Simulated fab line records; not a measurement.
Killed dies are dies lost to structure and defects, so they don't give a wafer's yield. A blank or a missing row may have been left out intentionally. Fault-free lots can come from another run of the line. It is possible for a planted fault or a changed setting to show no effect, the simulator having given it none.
Split-lot experiment ; flow n5-finfet ; on a route of 1938 steps: 7 lots, 21 wafers read

== THE SPLIT ==
At N5_BEOL_M3_COAT_62 (time 60 s, resist thk 12 nm), the setting spin-rpm was moved away from the recipe's 1500 rpm on 10 of the 21 wafers read, by -8.9% to +10.3%. For the rest of the wafers, this setting stayed at what the recipe calls for.

== FROM THE SPLIT TO THE READING: what the file shows between them, 8 steps ==
- N5_BEOL_M3_COAT_05: resist thk 30 nm (also split here: spin-rpm)
- N5_BEOL_M3_EBR_07
- N5_BEOL_M3_SOFTBAKE_06: time 60 s
- N5_BEOL_M3_EXPOSE_08: exposes mask M3
- N5_BEOL_M3_PEB_09: peb time 60 s
- N5_BEOL_M3_DEVELOP_10: develop time 30 s
- N5_BEOL_M3_DESCUM_16: chemistry O2, time 7 s
- N5_BEOL_M3_ETCH_74: etches underlayer in N2/H2, target depth 6.5 nm, time 5.2 s

== THE READING ==
etch.depth-nm (the simulator's own value, which no gauge read), in nm, at N5_BEOL_M3_ETCH_63 (etches SiARC in CF4, target depth 15.6 nm, time 26 s). The file does not state a usual value for it. Across the 11 wafers here that went through the recipe, the average is 12.01 nm and the standard deviation 0.048 nm.

wafer;tool, chamber at the split;spin-rpm as run, rpm;against the recipe;etch.depth-nm, nm;against lot-mates on the recipe
L076.3;litho-track-04, 0;1500;recipe;12.03;-
L076.4;litho-track-04, 0;1500;recipe;12.04;-
L076.6;litho-track-04, 0;1367;-8.9%;12.62;+0.58
L081.1;litho-track-02, 0;1500;recipe;12.03;-
L081.2;litho-track-02, 0;1500;recipe;12.05;-
L081.4;litho-track-02, 0;1500;recipe;12.03;-
L080.1;litho-track-04, 0;1655;+10.3%;11.43;-0.60
L080.3;litho-track-04, 0;1655;+10.3%;11.46;-0.57
L080.5;litho-track-04, 0;1500;recipe;12.03;-
L084.2;litho-track-04, 0;1569;+4.6%;11.81;-0.29
L084.3;litho-track-04, 0;1500;recipe;12.1;-
L084.4;litho-track-04, 0;1569;+4.6%;11.81;-0.29
L085.1;litho-track-04, 0;1500;recipe;11.92;-
L085.2;litho-track-04, 0;1550;+3.3%;11.78;-0.14
L085.4;litho-track-04, 0;1550;+3.3%;11.8;-0.12
L093.2;litho-track-02, 0;1500;recipe;11.97;-
L093.3;litho-track-02, 0;1500;recipe;11.97;-
L093.5;litho-track-02, 0;1500;recipe;11.97;-
L095.1;litho-track-02, 0;1571;+4.7%;11.81;no lot-mate on the recipe
L095.2;litho-track-02, 0;1571;+4.7%;11.76;no lot-mate on the recipe
L095.5;litho-track-02, 0;1571;+4.7%;11.8;no lot-mate on the recipe

THE FIT
A straight line over all 21 wafers: etch.depth-nm changes by -0.0574 nm for each +1% of spin-rpm; r = -0.98; the points scatter about the line by 0.051 nm.
The same after taking each lot's own level away (the mean of its wafers on the recipe; 18 wafers): -0.0593 nm for each +1%; r = -0.99; scatter 0.029 nm.
Per that fit: largest spin-rpm move, reading shift of 0.61 nm.
The lots' own levels span 11.920 to 12.100 nm, that is 3.8 times the standard deviation above.
The two slopes agree, so the slope changes little with the lot-to-lot level.
Check: for one of the wafers moved furthest among these (+10.3%), held out of the fit, the line's prediction against its lot-mates is -0.601 nm. Against them it came out at -0.6 nm.

== FURTHER SPLITS ON THESE WAFERS ==
Before the reading, these wafers also passed through other splits. Each is held against what the fit with the lots' levels taken away leaves over:
other split on the same wafers;wafers away from the commonest value;r with etch.depth-nm (lot level and that fit taken away)
N5_BEOL_M2_TRENCH_ETCH_37 time-s;8;-0.23
N5_BEOL_M3_COAT_05 spin-rpm;7;+0.25

== THE WHOLE CHAIN: every reading that the file lists as answering this split, in the file's order ==
step;what it does;reading;change (the file's fit);r (the file's)
N5_BEOL_M3_COAT_62;time 60 s, resist thk 12 nm;SiARC_of_BEOL_M3_COAT_62.thk-nm (the simulator's own value, which no gauge read);-0.0602 nm for each +1% of the setting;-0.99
N5_BEOL_M3_ETCH_63;etches SiARC in CF4, target depth 15.6 nm, time 26 s;etch.depth-nm (the simulator's own value, which no gauge read);-0.0596 nm for each +1% of the setting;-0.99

== FILE'S OWN FIT ==
etch.depth-nm changes by -0.0596 nm for each +1% of spin-rpm, r = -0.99.
